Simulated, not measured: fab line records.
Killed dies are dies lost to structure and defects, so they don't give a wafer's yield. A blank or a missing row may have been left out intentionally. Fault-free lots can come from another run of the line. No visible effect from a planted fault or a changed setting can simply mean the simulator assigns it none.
Which tool was responsible? | flow nand-harc | Sampling: 14 lots, 40 wafers, 5 of 1302 route steps

## WHAT EACH GAUGE READ, for each wafer
NHARC_THIN_TSV_CD_MEAS_12 targets a cd of 1000 nm. Usual: 1000.7 nm for cd-nm, sd 1.8.
lot  | measured     | on        | cd-nm (nm)           | flag
L282 | day 23 16:29 | cd-sem-01 | 1003.1 999.1 999.0   |
L284 | day 24 09:44 | cd-sem-01 | 1003.0 1004.5 1000.8 |
L286 | day 24 22:27 | cd-sem-03 | 997.5 1000.9 999.6   |
L287 | day 25 12:50 | cd-sem-01 | 1002.8 1000.0 999.6  |
L291 | day 27 04:09 | cd-sem-01 | 1002.8               |
L293 | day 27 19:25 | cd-sem-03 | 1000.8               |
L296 | day 29 05:38 | cd-sem-03 | 1000.8 999.9 1001.8  |
L297 | day 29 07:05 | cd-sem-02 | 1000.1 1001.4 1002.3 |
L299 | day 31 02:27 | cd-sem-01 | 999.9 999.4 1002.2   |
L301 | day 31 08:37 | cd-sem-01 | 1002.4 1000.6 997.1  |
L300 | day 31 16:53 | cd-sem-01 | 1000.4 1001.0 1002.3 |
L302 | day 31 18:12 | cd-sem-03 | 998.8 997.1 999.2    |
L303 | day 32 11:40 | cd-sem-01 | 1001.2 999.7 1000.4  |
L304 | day 32 21:47 | cd-sem-01 | 1000.9 999.2 998.3   |

NHARC_END_SORT_01. Usual: killed-at-array 49, standard deviation 18; killed-at-other 0.7, standard deviation 1.1; killed-at-periphery 4.0, standard deviation 2.6; killed-dies 54, standard deviation 19; killed-open 3.4, standard deviation 1.7; killed-short 2.5, standard deviation 1.7.
lot  | measured     | on        | killed-at-array | killed-at-other | killed-at-periphery | killed-dies | killed-open | killed-short | flag
L291 | day 27 22:13 | prober-01 | 42 36           | 3 1             | 1 640               | 46 677      | 1 5         | 1 2          | OFF
L293 | day 28 10:39 | prober-01 | 65 66           | 0 0             | 1 611               | 66 677      | 2 4         | 3 1          | OFF

## EACH LOT AND THE TOOL THAT RAN IT (in order: tool; ch and the chambers of the sampled wafers; start)
lot  | NHARC_P_GATE_DEVELOP_45           | NHARC_THIN_TSV_PRE_CLEAN_50             | NHARC_THIN_TSV_PVD_19
L282 | litho-track-02 ch 0, day 5 13:00  | pvd-sputter-02, no start                | pvd-sputter-02, no start
L284 | litho-track-07 ch 0, day 6 07:00  | pvd-sputter-03, no start                | pvd-sputter-03, no start
L286 | litho-track-02 ch 0, day 7 04:00  | pvd-sputter-02, no start                | pvd-sputter-02, no start
L287 | litho-track-03 ch 0, day 7 16:00  | pvd-sputter-01, no start                | pvd-sputter-01, no start
L291 | litho-track-07 ch 0, day 9 09:00  | pvd-sputter-03, day 27 22:13 or earlier | pvd-sputter-03, day 27 22:13 or earlier
L293 | litho-track-07 ch 0, day 9 23:00  | pvd-sputter-01, day 28 10:39 or earlier | pvd-sputter-01, day 28 10:39 or earlier
L296 | litho-track-03 ch 0, day 11 14:00 | pvd-sputter-01, no start                | pvd-sputter-01, no start
L297 | litho-track-03 ch 0, day 11 18:00 | pvd-sputter-03, no start                | pvd-sputter-03, no start
L299 | litho-track-02 ch 0, day 12 15:00 | pvd-sputter-01, no start                | pvd-sputter-01, no start
L301 | litho-track-03 ch 0, day 13 07:00 | pvd-sputter-03, no start                | pvd-sputter-03, no start
L300 | litho-track-03 ch 0, day 13 08:00 | pvd-sputter-01, no start                | pvd-sputter-01, no start
L302 | litho-track-02 ch 0, day 13 23:00 | pvd-sputter-01, no start                | pvd-sputter-01, no start
L303 | litho-track-02 ch 0, day 14 12:00 | pvd-sputter-03, no start                | pvd-sputter-03, no start
L304 | litho-track-02 ch 0, day 14 20:00 | pvd-sputter-01, no start                | pvd-sputter-01, no start
- NHARC_P_GATE_DEVELOP_45: time 70 s.
- NHARC_THIN_TSV_PRE_CLEAN_50: time 30 s.
- NHARC_THIN_TSV_PVD_19: deposits TaN, target thk 20 nm.

## WHAT THE TOOLS THEMSELVES READ (means of the sampled wafers that have a number; where no wafer has one, the mark that the record gives instead)
NHARC_THIN_TSV_PRE_CLEAN_50. Usual: 398 W for heater-power-w, sd 36.
lot  | tool           | heater-power-w (W) | flag
L282 | pvd-sputter-02 | 451                |
L284 | pvd-sputter-03 | 393                |
L286 | pvd-sputter-02 | 441                |
L287 | pvd-sputter-01 | 395                |
L291 | pvd-sputter-03 | 370                |
L293 | pvd-sputter-01 | 372                |
L296 | pvd-sputter-01 | 410                |
L297 | pvd-sputter-03 | 374                |
L299 | pvd-sputter-01 | 396                |
L301 | pvd-sputter-03 | 385                |
L300 | pvd-sputter-01 | 375                |
L302 | pvd-sputter-01 | 379                |
L303 | pvd-sputter-03 | 388                |
L304 | pvd-sputter-01 | 397                |

NHARC_THIN_TSV_PVD_19. Usual: 29.9 % for throttle-valve-pct, sd 0.76.
lot  | tool           | throttle-valve-pct (%) | flag
L282 | pvd-sputter-02 | 30.7                   |
L284 | pvd-sputter-03 | 29.7                   |
L286 | pvd-sputter-02 | 30.3                   |
L287 | pvd-sputter-01 | 29.6                   |
L291 | pvd-sputter-03 | 30.0                   |
L293 | pvd-sputter-01 | 29.9                   |
L296 | pvd-sputter-01 | 29.6                   |
L297 | pvd-sputter-03 | 29.4                   |
L299 | pvd-sputter-01 | 29.7                   |
L301 | pvd-sputter-03 | 29.4                   |
L300 | pvd-sputter-01 | 30.0                   |
L302 | pvd-sputter-01 | 29.8                   |
L303 | pvd-sputter-03 | 28.8                   |
L304 | pvd-sputter-01 | 29.9                   |

## THE ANSWER, worked out from the rows above alone
Rule: lot off if the mean of its wafers having a number is beyond 3 standard deviations from the usual mean. A lot without any number at a reading at which 4 lots or more have one is off too. The other lots that the step has rows for count as sound. First the gauges in route order, then the tools' own readings, where a lot's mean is used as printed above. At the first step where some lot is off, the reading lying furthest off is the one used; lots without a number count as furthest.
Off at NHARC_END_SORT_01 (killed-at-periphery): L291, L293. Neither off nor sound, because the step has no rows for them: L282, L284, L286, L287, L296, L297, L299, L301, L300, L302, L303, L304.
If a tool, at a process step before that reading, ran all the lots that are off and no sound lot after the first of them, it fits. Those tools and the gauges at NHARC_END_SORT_01 are tried in the same way. NHARC_THIN_TSV_PRE_CLEAN_50: start missing for some lots; hours and lot order therefore follow NHARC_END_SORT_01. NHARC_THIN_TSV_PVD_19: start missing for some lots; hours and lot order therefore follow NHARC_END_SORT_01. 2 tools fit, litho-track-07 at NHARC_P_GATE_DEVELOP_45 and prober-01 at NHARC_END_SORT_01, so this cannot tell which one it is.

## WHAT THE SIMULATOR HAD INSERTED
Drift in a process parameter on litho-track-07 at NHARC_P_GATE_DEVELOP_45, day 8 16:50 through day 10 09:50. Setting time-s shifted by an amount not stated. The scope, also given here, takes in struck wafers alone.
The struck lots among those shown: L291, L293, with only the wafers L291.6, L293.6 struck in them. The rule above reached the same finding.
